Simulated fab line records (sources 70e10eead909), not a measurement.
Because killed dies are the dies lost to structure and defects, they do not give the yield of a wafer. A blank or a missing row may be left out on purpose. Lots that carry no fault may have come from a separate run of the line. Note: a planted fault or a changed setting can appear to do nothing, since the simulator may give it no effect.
Problem report, 8D (eight disciplines) form, completed by code    flow nandHarc    the parts of the form that need people (team, actions taken, sign-off) are left out

1. WHAT WENT WRONG
timeToEndpointS at NHARC_P_M1_CMP_23 reads a mean of 14.9 s on 1 wafer of 1 lot; wafers without a fault read 28.6 s with a standard deviation of 2. Relative to the usual mean, that is a shift of -6.9 standard deviations.
The step: polishes, t overpolish 20 s, target thk 157.82 nm.
First seen on wafer L110.1, day 11 01:28, on cmp-02. The record has a number at this step for 36 wafers belonging to 12 lots. Rule for "out" (also "out of limits"): further than 4 standard deviations from the usual mean. The rest of the wafers with a number are treated as sound.

2. WHAT IT IS, WHAT IT ISN'T
question                     is                 is not
which readings at this step  timeToEndpointS    motorCurrentA
which lots                   L110               L101, L104, L107, L113, L990, L991, L992, L993, L994, L997, L998
which wafers of those lots   L110.1             L110.3, L110.5
read on which tools          cmp-02             cmp-01, cmp-03
when                         from day 11 01:28  up to then (32 sound wafers); but 3 sound wafers of L113 came after

3. SUSPECTS, AND WHAT RULES EACH OUT
Counting: if a tool at a process step up to the reading ran every lot that is out, it stays a suspect. Sound lots after the first of them don't rule it out here, since some wafers of a struck lot are sound.
- pecvd-04 at NHARC_P_M0_DEP_32 (deposits SiCN, target thk 30 nm): kept. L110, the lot that is out, went through it at day 10 21:55; up to then, the latest sound lot through it was L994 at day 6 22:32.
- pvdSputter-01 at NHARC_P_M1_PVD_21 (deposits Cu, target thk 30 nm, time 20.49 s): kept. L110, the lot that is out, went through it at day 11 00:46; up to then, the latest sound lot through it was L104 at day 10 00:12. NHARC_P_M1_PVD_21 gives no start for some lots, so the hours and the order of its lots are those of NHARC_P_M1_ECD_22.
- ecdCu-02 at NHARC_P_M1_ECD_22 (material Cu, target thk 400 nm): kept. L110, the lot that is out, went through it at day 11 00:46; up to then, the latest sound lot through it was L101 at day 9 08:14.
- cmp-02 at NHARC_P_M1_CMP_23 (polishes, t overpolish 20 s, target thk 157.82 nm): kept. L110, the lot that is out, went through it at day 11 01:28; up to then, the latest sound lot through it was L101 at day 9 08:59. Its own readings are out on those wafers: timeToEndpointS.
- Within pecvd-04 at NHARC_P_M0_DEP_32: the wafers that are out ran in chamber 2; their sound lot-mates ran in chambers 0, 1.
Left after counting: pecvd-04 at NHARC_P_M0_DEP_32, pvdSputter-01 at NHARC_P_M1_PVD_21, ecdCu-02 at NHARC_P_M1_ECD_22, cmp-02 at NHARC_P_M1_CMP_23.

4. THE CAUSE (what the simulator had put in)
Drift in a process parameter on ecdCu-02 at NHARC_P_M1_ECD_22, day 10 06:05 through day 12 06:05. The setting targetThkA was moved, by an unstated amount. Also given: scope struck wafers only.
This tool is one of the 4 suspects left after counting.

5. THE CHAIN OF EFFECTS, in route order
Each row: a reading where the mean over the struck wafers with a number is more than 3 standard deviations away from the usual. Scope: only readings with a usual standard deviation given in the record; hours: median across lots of the time from each lot's start at the first step in this table that gives one to its start at this step; sigmas: change in usual standard deviations.
hours  step               reading          usual   on struck wafers  change  sigmas
0      NHARC_P_M1_CMP_23  timeToEndpointS  28.6 s  14.9              -13.7   -6.9
Here are the process steps it includes:
- NHARC_P_M1_CMP_23: polishes, t overpolish 20 s, target thk 157.82 nm.

6. WHAT WOULD HAVE CAUGHT IT SOONER
19 hours passed between the start of the fault at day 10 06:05 and the first reading out of limits in this record, taken at day 11 01:28.
The start of NHARC_P_M1_ECD_22 on ecdCu-02 came by day 11 01:28 for every one of the lots that are out (1). None of them would have been spared by holding the tool at that moment.
